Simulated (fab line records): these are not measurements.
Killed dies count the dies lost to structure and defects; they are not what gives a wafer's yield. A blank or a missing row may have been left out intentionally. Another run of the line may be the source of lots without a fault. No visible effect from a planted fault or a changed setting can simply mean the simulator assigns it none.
Chamber matching || flow nandHarc || NHARC_A_M0_ETCH_34 on rieDiel-08 has 4 sister chambers
The step etches the open film in N2/H2, target depth 40 nm, overetch 12 nm, time 43.94 s. 4 wafers are shown with their chamber, then 8 later ones without.

## WAFERS PAIRED WITH THEIR CHAMBERS
{"wafer": "L084.2", "chamber": 0, "drypumpMotorCurrentA (A)": 6.3}
{"wafer": "L084.4", "chamber": 2, "drypumpMotorCurrentA (A)": 5.4}
{"wafer": "L084.6", "chamber": 1, "drypumpMotorCurrentA (A)": 5.9}
{"wafer": "L088.4", "chamber": 3, "drypumpMotorCurrentA (A)": 5.7}

## WAFERS WITH NO CHAMBER GIVEN
{"wafer": "L088.5", "drypumpMotorCurrentA (A)": 6.0}
{"wafer": "L088.6", "drypumpMotorCurrentA (A)": 6.3}
{"wafer": "L090.1", "drypumpMotorCurrentA (A)": 5.6}
{"wafer": "L090.2", "drypumpMotorCurrentA (A)": 6.0}
{"wafer": "L090.4", "drypumpMotorCurrentA (A)": 5.4}
{"wafer": "L091.2", "drypumpMotorCurrentA (A)": 6.3}
{"wafer": "L091.3", "drypumpMotorCurrentA (A)": 5.3}
{"wafer": "L091.6", "drypumpMotorCurrentA (A)": 6.3}

## WHICH CHAMBER EACH WENT THROUGH
{"wafer": "L088.5", "from the rows above": 1, "in truth": 1}
{"wafer": "L088.6", "from the rows above": 0, "in truth": 0}
{"wafer": "L090.1", "from the rows above": "can't be placed: 3 or 2", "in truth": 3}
{"wafer": "L090.2", "from the rows above": 1, "in truth": 1}
{"wafer": "L090.4", "from the rows above": 2, "in truth": 2}
{"wafer": "L091.2", "from the rows above": 0, "in truth": 0}
{"wafer": "L091.3", "from the rows above": 2, "in truth": 2}
{"wafer": "L091.6", "from the rows above": 0, "in truth": 0}
Correctly placed: 7 of 8. These rows do not allow placing 1 (true chamber among the candidates in 1). 0 placed wrongly.
How it was worked out, from the rows above alone: a wafer's distance from a chamber is the root of the sum, over the readings, of the square of ((its reading less the chamber's mean) divided by the reading's scatter). The wafer belongs to the nearest chamber; if the next one is less than 2 further off, it can't be placed. Each chamber's mean is taken over the wafers shown for it. The scatter (one wafer shown for each chamber): square how far every hidden wafer sits from the nearest shown wafer, average those squares and take the square root.
